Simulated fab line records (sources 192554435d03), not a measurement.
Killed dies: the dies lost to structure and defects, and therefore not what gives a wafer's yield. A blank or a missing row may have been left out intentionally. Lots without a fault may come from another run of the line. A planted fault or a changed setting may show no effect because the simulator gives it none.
fab line records	flow n5-finfet	part 1 of 2: steps 1 to 5 of 6
record: lots: 9	wafers: 27	last-day: 18
route steps=1938 shown HKMG_FIN@402 BEOL_M4@1111 PASSIVATION@1936
lots with no fault: from the same line, run without faults
start-h: hours from the record's first day to the start of the lot's first wafer shown	wait-h: time in hours since the lot's previous step	" unchanged from the row above	L1.1+2: a row that stands for several wafers	- no value, or no start given	* or withheld: withheld	< > ~ a bound
route shown NAME@n: names a module that has steps shown in the file, with the first one's number in the route	usual: mean/standard deviation taken from wafers without a fault	same: alike in all rows	chamber/n: place in a boat	sites: readings site by site	_std_site: their standard deviation	_edge_site: inner sites' mean taken away from outer sites' mean	radius-mm: for every site, how far away it sits from the centre of the wafer	mask NAME#n: copy n	behind: the tool/chamber that last shaped the wafer	hold: what put the lot on hold/how long, in hours/how the hold closed	device: the n, p or np transistor that did not switch	end of line: the route-end tests of the same wafers	where a step has no rows: the recipe by itself	killed: at the first sort, the dies lost to defects and structure; wafer yield is something else	map: the dies of a wafer, with x for killed, . for not killed, _ for no die there
set.NAME: the setting as run; set.NAME@STEP: as run at that earlier step	model.NAME: the simulator's own value behind a step, which no gauge read
steps of the route over a sample of lots; a table a step, a row a wafer
services: a tool's chamber out of use, with start hour (start-h, from the record's first day; less than 0 if before it), hours out, and reason
== steps ==
step: N5_HKMG_FIN_ETCH_54
recipe: chemistry: CF4	target: SiARC	target-depth-a: 455	mask-material: CAR-ArF	time-s: 75.8	ion-energy-ev: 80	pressure-mtorr: 40	source-w: 545	bias-w: 36	Ar_flow_sccm: 100	cf4-flow-sccm: 100	ends: cleared
usual: chamber-pressure-mTorr: 39.99/0.037	drypump-motor-current-A: 5.9/0.45	etch-rf-on-time-s: 75.4/1.7	oes-product-au: 0.68/0.08	rf-vpp-V: 184.3/1.1	showerhead-plenum-p-Torr: 2.16/0.069	throttle-valve-pct: 15.61/0.18
lot.wafer	tool	chamber	start-h	wait-h	chamber-pressure-mTorr	drypump-motor-current-A	etch-rf-on-time-s	oes-product-au	rf-hours-counter-h	rf-vpp-V	showerhead-plenum-p-Torr	throttle-valve-pct
L929.4	rie-diel-02	2	86.43	0.0	39.93	6.3	74.0	0.80	17	185.7	2.27	15.33
L929.5	"	2	"	"	40.01	6.3	75.0	0.80	-	185.3	2.27	15.31
L929.6	"	3	"	"	39.94	6.6	74.9	0.66	-	184.1	2.14	15.50
L931.2	rie-diel-01	1	94.64	0.0	39.98	6.5	79.4	0.59	199	186.1	2.14	16.03
L931.4	"	2	"	"	39.95	4.8	75.5	0.65	167	185.5	2.21	15.65
L931.6	"	0	"	"	39.99	5.6	74.7	0.60	-	181.7	2.03	15.94
L932.4	rie-diel-02	2	100.75	0.0	39.99	6.4	73.4	0.80	22	184.9	2.27	15.33
L932.5	"	0	"	"	40.04	6.0	74.8	0.70	-	183.9	2.08	15.53
L932.6	"	3	"	"	39.99	6.6	74.3	0.66	-	183.3	2.14	15.52
L944.1	rie-diel-05	0	172.76	0.0	39.99	5.6	78.0	0.59	243	183.9	2.12	15.81
L944.3	"	1	"	"	39.96	6.2	75.8	0.62	192	184.0	2.14	15.57
L944.4	"	3	"	"	40.00	5.5	77.1	0.73	43	186.4	2.27	15.54
L945.1	rie-diel-01	2	182.63	0.0	40.03	4.8	75.9	0.63	193	183.9	2.20	15.71
L945.3	"	3	"	"	40.02	5.9	74.1	0.80	21	185.3	2.20	15.55
L945.6	"	3	"	"	39.95	5.9	72.5	0.80	-	184.1	2.20	15.55
L946.1	rie-diel-02	1	187.63	0.0	39.94	5.4	74.1	0.61	198	183.4	2.12	15.73
L946.3	"	2	"	"	39.88	6.4	75.5	0.73	53	186.8	2.26	15.40
L946.6	"	3	"	"	39.97	6.6	76.7	0.63	-	185.3	2.13	15.56
L948.1	rie-diel-05	1	199.82	0.0	39.96	6.2	75.7	0.61	204	185.7	2.13	15.60
L948.2	"	3	"	"	40.03	5.5	77.3	0.72	55	183.5	2.27	15.55
L948.5	"	3	"	"	40.04	5.5	77.7	0.72	-	184.2	2.27	15.56
L949.1	rie-diel-02	2	206.29	0.0	39.98	6.4	74.4	0.74	59	186.2	2.25	15.40
L949.3	"	3	"	"	40.05	6.6	75.0	0.63	167	184.1	2.13	15.56
L949.4	"	1	"	"	40.01	5.5	73.8	0.62	203	183.2	2.12	15.74
L950.1	rie-diel-05	3	214.39	0.0	39.96	5.5	78.3	0.71	62	186.6	2.27	15.58
L950.2	"	2	"	"	39.97	5.7	76.2	0.82	11	184.1	2.11	15.41
L950.5	"	2	"	"	39.98	5.7	76.4	0.82	-	184.2	2.11	15.40
step: N5_HKMG_FIN_ALD_36
recipe: material: TiN	target-thk-a: 10	temp-c: 400	ald-precursor-family: TiCl4	ald-co-reactant: NH3	pulse-time-s: 1	purge-time-s: 3	co-reactant-purge-time-s: 2	co-reactant-pulse-time-s: 2	ald-cycles: 47	pressure-torr: 3
usual: ald-cycles: 47/0	heater-power-w: 862/65	precursor-pulse-height-rel: 0.999/0.02
same: co-reactant-purge-time-s: 2
lot.wafer	tool	chamber	start-h	wait-h	ald-cycles	heater-power-w	precursor-pulse-height-rel	since-wet-clean-h
L929.4	ald-metal-01	3	88.52	0.0	47	835	0.963	4367
L929.5	"	0	"	"	47	961	1.028	-
L929.6	"	3	"	"	47	817	0.976	-
L931.2	ald-metal-01	0	96.86	0.0	47	970	0.973	4375
L931.4	"	3	"	"	47	813	1.009	4375
L931.6	"	3	"	"	90	813	0.989	-
L932.4	ald-metal-04	2	102.84	0.0	47	952	1.047	2843
L932.5	"	0	"	"	47	867	1.011	-
L932.6	"	1	"	"	47	773	0.996	-
L944.1	ald-metal-04	0	174.88	0.0	47	877	1.006	2915
L944.3	"	2	"	"	47	930	1.014	2915
L944.4	"	1	"	"	47	774	0.969	2915
L945.1	ald-metal-03	0	184.72	0.0	47	871	1.016	6002
L945.3	"	1	"	"	47	751	1.007	6002
L945.6	"	3	"	"	47	878	0.992	-
L946.1	ald-metal-03	3	189.72	0.0	47	869	1.019	6007
L946.3	"	0	"	"	47	877	0.986	6007
L946.6	"	1	"	"	47	775	0.964	-
L948.1	ald-metal-03	2	201.91	0.0	47	825	1.005	6019
L948.2	"	0	"	"	47	878	1.017	6019
L948.5	"	3	"	"	47	887	0.976	-
L949.1	ald-metal-04	0	208.39	0.0	47	893	0.988	2948
L949.3	"	2	"	"	47	964	1.009	2948
L949.4	"	1	"	"	47	809	0.989	2948
L950.1	ald-metal-01	3	216.74	0.0	47	832	0.995	4495
L950.2	"	1	"	"	47	908	1.018	4495
L950.5	"	1	"	"	47	904	1.005	-
step: N5_HKMG_FIN_PWFM_ALD_03
recipe: material: TiN	target-thk-a: 20	temp-c: 400	ald-precursor-family: TiCl4	ald-co-reactant: NH3	pulse-time-s: 1	purge-time-s: 3	co-reactant-purge-time-s: 2	co-reactant-pulse-time-s: 2	ald-cycles: 91	pressure-torr: 3
usual: ald-cycles: 91/0	heater-power-w: 863/66	precursor-pulse-height-rel: 0.998/0.021
same: co-reactant-purge-time-s: 2
lot.wafer	tool	chamber	start-h	wait-h	ald-cycles	heater-power-w	precursor-pulse-height-rel	since-wet-clean-h
L929.4	ald-metal-03	1	88.84	0.0	91	746	1.012	5906
L929.5	"	0	"	"	91	896	0.992	-
L929.6	"	1	"	"	91	777	1.026	-
L931.2	ald-metal-03	3	97.18	0.0	91	897	0.967	5914
L931.4	"	1	"	"	91	757	1.008	5914
L931.6	"	2	"	"	91	836	1.013	-
L932.4	ald-metal-03	0	103.15	0.0	91	898	1.038	5920
L932.5	"	2	"	"	91	838	0.998	-
L932.6	"	3	"	"	91	881	0.978	-
L944.1	ald-metal-03	3	175.19	0.0	91	878	0.981	5992
L944.3	"	1	"	"	91	767	0.972	5992
L944.4	"	0	"	"	91	862	1.030	5992
L945.1	ald-metal-01	0	185.03	0.0	91	961	0.996	4463
L945.3	"	1	"	"	91	891	0.983	4463
L945.6	"	1	"	"	91	915	1.003	-
L946.1	ald-metal-01	1	190.04	0.0	91	890	1.005	4468
L946.3	"	3	"	"	91	799	0.982	4468
L946.6	"	2	"	"	91	937	1.037	-
L948.1	ald-metal-04	2	202.23	0.0	91	925	1.017	2942
L948.2	"	0	"	"	91	875	0.994	2942
L948.5	"	3	"	"	91	771	0.977	-
L949.1	ald-metal-01	2	208.70	0.0	91	949	0.997	4487
L949.3	"	0	"	"	91	959	0.993	4487
L949.4	"	3	"	"	91	809	1.010	4487
L950.1	ald-metal-03	2	217.06	0.0	91	846	0.991	6034
L950.2	"	0	"	"	91	890	1.026	6034
L950.5	"	3	"	"	91	861	0.986	-
step: N5_HKMG_FIN_CD_MEAS_12
recipe: target-cd-nm: 92.8	landing-energy-ev: 500	detector: se-inlens
usual: cd-nm: 92.2/0.65
lot.wafer	tool	chamber	start-h	wait-h	cd-nm
L929.4	cd-sem-02	0	89.68	-	92.9
L929.5	"	0	"	"	93.6
L929.6	"	0	"	"	93.0
L931.2	cd-sem-03	0	98.01	-	93.3
L931.4	"	0	"	"	92.3
L931.6	"	0	"	"	92.2
L932.4	cd-sem-02	0	104.00	-	91.5
L932.5	"	0	"	"	91.9
L932.6	"	0	"	"	91.3
L944.1	cd-sem-03	0	176.03	-	92.3
L944.3	"	0	"	"	92.2
L944.4	"	0	"	"	92.0
L945.1	cd-sem-01	0	185.75	-	91.8
L945.3	"	0	"	"	92.1
L945.6	"	0	"	"	91.8
L946.1	cd-sem-03	0	190.87	-	92.0
L946.3	"	0	"	"	91.6
L946.6	"	0	"	"	91.4
L948.1	cd-sem-03	0	203.07	-	93.0
L948.2	"	0	"	"	91.6
L948.5	"	0	"	"	92.9
L949.1	cd-sem-03	0	209.41	-	92.7
L949.3	"	0	"	"	91.3
L949.4	"	0	"	"	92.5
L950.1	cd-sem-01	0	217.77	-	91.6
L950.2	"	0	"	"	92.1
L950.5	"	0	"	"	91.5
step: N5_BEOL_M4_RC_MEAS_101
usual: DIBL_N: 35.9/1.7	DIBL_P: 35.8/2.2	IOFF_N: 0.15/0.03	IOFF_P: 0.21/0.036	IOFF_P_85C: 3.6/0.52	IOFF_P_LIN: 0.098/0.013	IOFF_P_LONG: 0.000103/9.1e-06	ION_N: 674/12	ION_P: 463/7.2	SS_N: 71.3/0.59	SS_P: 73.1/0.69	VT_N: 250/3	VT_P: -251/3.2	VT_P_LONG: -276.1/2.5	VT_P_LVT: -99.0/2.9
lot.wafer	tool	chamber	start-h	wait-h	DIBL_N[mV/V]	DIBL_P[mV/V]	IOFF_N[nA/um]	IOFF_P[nA/um]	IOFF_P_85C[nA/um]	IOFF_P_LIN[nA/um]	IOFF_P_LONG[nA/um]	ION_N[uA/um]	ION_P[uA/um]	SS_N[mV/dec]	SS_P[mV/dec]	VT_N[mV]	VT_P[mV]	VT_P_LONG[mV]	VT_P_LVT[mV]
L929.4	prober-01	0	177.57	0.6	34.2	33.4	0.13	0.20	3.4	0.096	0.000109	674	468	71.0	72.0	249	-251	-273.5	-96.9
L929.5	"	0	"	"	33.6	33.0	0.12	0.19	3.3	0.095	0.000111	658	462	71.3	72.1	254	-250	-274.2	-97.7
L929.6	"	0	"	"	34.9	34.2	0.14	0.20	3.5	0.097	0.000105	668	462	71.7	73.0	252	-249	-271.4	-97.2
L931.2	prober-01	0	186.19	0.2	36.8	37.1	0.17	0.23	3.9	0.102	0.000102	676	469	71.6	73.7	250	-248	-275.8	-96.0
L931.4	"	0	"	"	36.7	36.6	0.16	0.22	3.8	0.100	0.0001	678	469	71.8	73.8	252	-249	-277.6	-96.7
L931.6	"	0	"	"	36.3	36.3	0.15	0.66	9.6	0.301	0.000221	678	519	71.7	73.7	251	-218	-250.8	-64.2
L932.4	prober-02	0	186.36	0.5	34.0	33.5	0.12	0.19	3.2	0.094	0.000111	662	460	70.9	72.6	253	-251	-272.3	-98.8
L932.5	"	0	"	"	36.1	35.7	0.16	0.22	3.8	0.109	0.000112	679	470	70.9	72.7	248	-248	-273.0	-95.8
L932.6	"	0	"	"	35.6	35.3	0.13	0.20	3.4	0.097	0.000117	662	464	70.7	72.9	252	-249	-274.9	-98.9
L944.1	prober-01	0	271.59	0.0	32.6	32.8	0.12	0.17	3.1	0.089	0.000117	659	464	70.5	71.4	253	-250	-271.4	-102.1
L944.3	"	0	"	"	34.0	34.3	0.14	0.19	3.4	0.094	0.000114	673	467	70.6	72.4	252	-250	-272.9	-100.7
L944.4	"	0	"	"	33.3	33.3	0.12	0.17	3.1	0.088	0.000117	674	463	70.7	71.8	251	-251	-272.5	-102.5
L945.1	prober-02	0	279.61	0.0	36.7	33.2	0.15	0.19	3.3	0.092	0.000105	676	463	71.3	72.7	250	-251	-276.9	-101.6
L945.3	"	0	"	"	35.7	32.5	0.14	0.18	3.3	0.092	0.000108	680	466	71.3	72.5	250	-253	-274.6	-101.3
L945.6	"	0	"	"	37.8	34.5	0.17	0.21	3.7	0.099	0.000102	683	467	71.7	73.6	248	-251	-275.0	-99.5
L946.1	prober-01	0	292.19	0.0	33.5	33.8	0.13	0.19	3.3	0.097	0.00011	670	464	70.4	72.4	250	-248	-276.7	-99.1
L946.3	"	0	"	"	32.6	31.7	0.11	0.17	3.0	0.087	0.000108	645	447	70.0	72.1	252	-251	-273.8	-100.5
L946.6	"	0	"	"	36.3	35.8	0.17	0.22	3.8	0.106	0.000108	681	468	71.0	73.4	251	-248	-273.3	-97.2
L948.1	prober-02	0	307.36	0.0	34.1	32.4	0.12	0.18	3.1	0.086	9.6e-05	653	456	71.3	72.6	251	-252	-277.2	-101.1
L948.2	"	0	"	"	35.5	35.3	0.15	0.21	3.6	0.098	0.000102	675	463	71.6	72.9	251	-254	-278.8	-99.4
L948.5	"	0	"	"	36.3	35.0	0.16	0.19	3.4	0.093	0.000106	675	461	71.5	73.0	249	-253	-274.2	-100.1
L949.1	prober-02	0	310.02	0.0	35.8	36.1	0.15	0.21	3.7	0.102	0.000107	673	461	71.4	73.9	248	-251	-275.2	-99.3
L949.3	"	0	"	"	37.6	38.6	0.19	0.25	4.2	0.113	0.000109	686	467	72.0	74.6	246	-249	-274.5	-97.9
L949.4	"	0	"	"	34.1	33.2	0.12	0.16	2.9	0.084	0.000104	665	455	70.5	72.6	255	-251	-275.4	-102.6
L950.1	prober-02	0	315.37	0.0	33.7	34.0	0.11	0.16	2.9	0.079	9.5e-05	667	464	70.3	72.1	256	-255	-279.1	-105.9
L950.2	"	0	"	"	36.1	36.2	0.14	0.18	3.2	0.087	9.2e-05	675	457	71.2	73.5	254	-251	-279.4	-103.6
L950.5	"	0	"	"	34.0	34.3	0.11	0.15	2.9	0.077	9.4e-05	658	457	70.8	72.1	255	-255	-277.7	-105.6
== key ==
first-sign: step: N5_HKMG_FIN_ALD_36	reading: ald-cycles	direction: up	sigmas: 99+	usual: *	struck: *
effect: step: N5_BEOL_M4_RC_MEAS_101	reading: IOFF_P_LIN	direction: up	sigmas: 16	usual: 0.098	struck: 0.301
effect: step: N5_BEOL_M4_RC_MEAS_101	reading: IOFF_P_LONG	direction: up	sigmas: 13	usual: 0.000103	struck: 0.000221
effect: step: N5_BEOL_M4_RC_MEAS_101	reading: IOFF_P	direction: up	sigmas: 13	usual: 0.21	struck: 0.66
effect: step: N5_BEOL_M4_RC_MEAS_101	reading: VT_P_LVT	direction: up	sigmas: 12	usual: -99.0	struck: -64.2
effect: step: N5_BEOL_M4_RC_MEAS_101	reading: IOFF_P_85C	direction: up	sigmas: 12	usual: 3.6	struck: 9.6
effect: step: N5_BEOL_M4_RC_MEAS_101	reading: VT_P_LONG	direction: up	sigmas: 10	usual: -276.1	struck: -250.8
effect: step: N5_BEOL_M4_RC_MEAS_101	reading: VT_P	direction: up	sigmas: 10	usual: -251	struck: -218
effect: step: N5_BEOL_M4_RC_MEAS_101	reading: ION_P	direction: up	sigmas: 7.7	usual: 463	struck: 519
effect: step: N5_PASSIVATION_PROBE_49	reading: sort_bin_4_leakage	direction: up	sigmas: 99+	usual: 0.00	struck: 42.71
met-at N5_HKMG_FIN_ALD_36
struck-lots L931
struck-wafers L931.6
not-acting-at N5_HKMG_FIN_ETCH_54,N5_HKMG_FIN_PWFM_ALD_03,N5_HKMG_FIN_CD_MEAS_12
onset-between 88.52 96.86
fault: kind: process-parameter-drift	tool: ald-metal-01	chamber: -	onset-h: 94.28	steps: N5_HKMG_FIN_ALD_36	channel: ald-cycles	offset: *	shape: step	end-h: 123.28	scope: struck-wafers-only	acts-in: *	stated: *
